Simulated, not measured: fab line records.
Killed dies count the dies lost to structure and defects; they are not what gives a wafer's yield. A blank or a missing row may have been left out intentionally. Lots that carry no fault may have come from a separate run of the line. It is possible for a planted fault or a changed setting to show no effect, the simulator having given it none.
A struck lot beside a sound one    flow nandHarc    14 steps out of a route of 1302
Sound: wafers L407.2, L407.3, L407.4. Struck: wafers L412.4, L412.5, L412.6. The cause comes at the end.
Each step with rows lists, per side, the tool, then ch with its chambers, then its first start. Under that, the readings that differ: sound wafers    struck wafers    difference of the means    sigmas: that difference in standard deviations of wafers without a fault.
alike: readings whose means differ by less than 2 such deviations, and words and numbers that are the same on both sides. not compared: withheld readings, readings that some wafer has no value for, bounds like >300 that may hide the same value, and numbers for which the record gives no deviation and whose values overlap.
A row with sigmas, a row that says differs or no value, or rows on one side alone: a step with any of these is where the two part. When numbers do not overlap yet have no deviation, they are printed without sigmas and do not part them. Lack of a reading on every wafer of one side parts them only where that side has two or more wafers.

NHARC_A_BONDPAD_THK_MEAS_20: measures by xrf.
  struck on filmMetro-02, day 27 11:38; sound on filmMetro-02, day 24 02:31
  alike: thkNm
then, 1 step without rows for these wafers: NHARC_A_BONDPAD_SRD_21 (time 30 s, dry time 20 s).
NHARC_A_BONDPAD_INSPECT_23:
  struck on defectInspect-02, day 27 11:50; sound on defectInspect-02, day 24 02:43
  alike: rawDefectCount
NHARC_HYBRID_BOND_ACTIVATE_00: chemistry N2, time 60 s.
  sound on rieDiel-13 ch 1,2,3, day 24 02:47; struck on rieDiel-13 ch 0,1,2, day 27 11:56
  alike: drypumpMotorCurrentA, oesProductAu, rfVppV, showerheadPlenumPTorr
  not compared: rfHoursCounterH
then, 4 steps without rows for these wafers: NHARC_HYBRID_BOND_PRECLEAN_01 (cleans in DIW, time 300 s); NHARC_HYBRID_BOND_SRD_02 (time 30 s, dry time 20 s); NHARC_HYBRID_BOND_BOND_03; NHARC_HYBRID_BOND_ANNEAL_04 (time 7200 s).
NHARC_HYBRID_BOND_OVL_MEAS_05:
  struck on overlay-01, day 27 19:14; sound on overlay-02, day 24 09:19
  alike: overlayXNm, overlayYNm
NHARC_HYBRID_BOND_INSPECT_06: inspects for defects (ir void).
  struck on defectInspect-02, day 27 19:19; sound on defectInspect-01, day 24 09:22
  alike: rawDefectCount
NHARC_THIN_TSV_GRIND_00:
  sound on grinder-01 ch 0, day 24 10:55; struck on grinder-01 ch 0, day 27 22:26
  alike: motorCurrentA
NHARC_THIN_TSV_CMP_01: polishes.
  sound on cmp-02 ch 1,2,3, day 24 11:56; struck on cmp-02 ch 1,2, day 27 23:04
  alike: motorCurrentA, retainingRingPressureFrac
after that, 1 step had no rows for these wafers: NHARC_THIN_TSV_SRD_03.
NHARC_END_SORT_01:
  sound on prober-02 ch 0, day 25 06:19; struck on prober-01 ch 0, day 28 23:07
reading                 sound     struck       difference  sigmas
defectLimitedYield (%)  95 96 94  0 0 0        -95         -27
killedAtOther           0 0 0     614 622 624  +620        +99 or more
killedDies              33 28 38  677 677 677  +644        +27
  alike: killedAtArray, killedAtPeriphery, killedOpen, killedShort

## WHERE THEY PART
Only at NHARC_END_SORT_01, within this record.

WHY: whatever the simulator had introduced
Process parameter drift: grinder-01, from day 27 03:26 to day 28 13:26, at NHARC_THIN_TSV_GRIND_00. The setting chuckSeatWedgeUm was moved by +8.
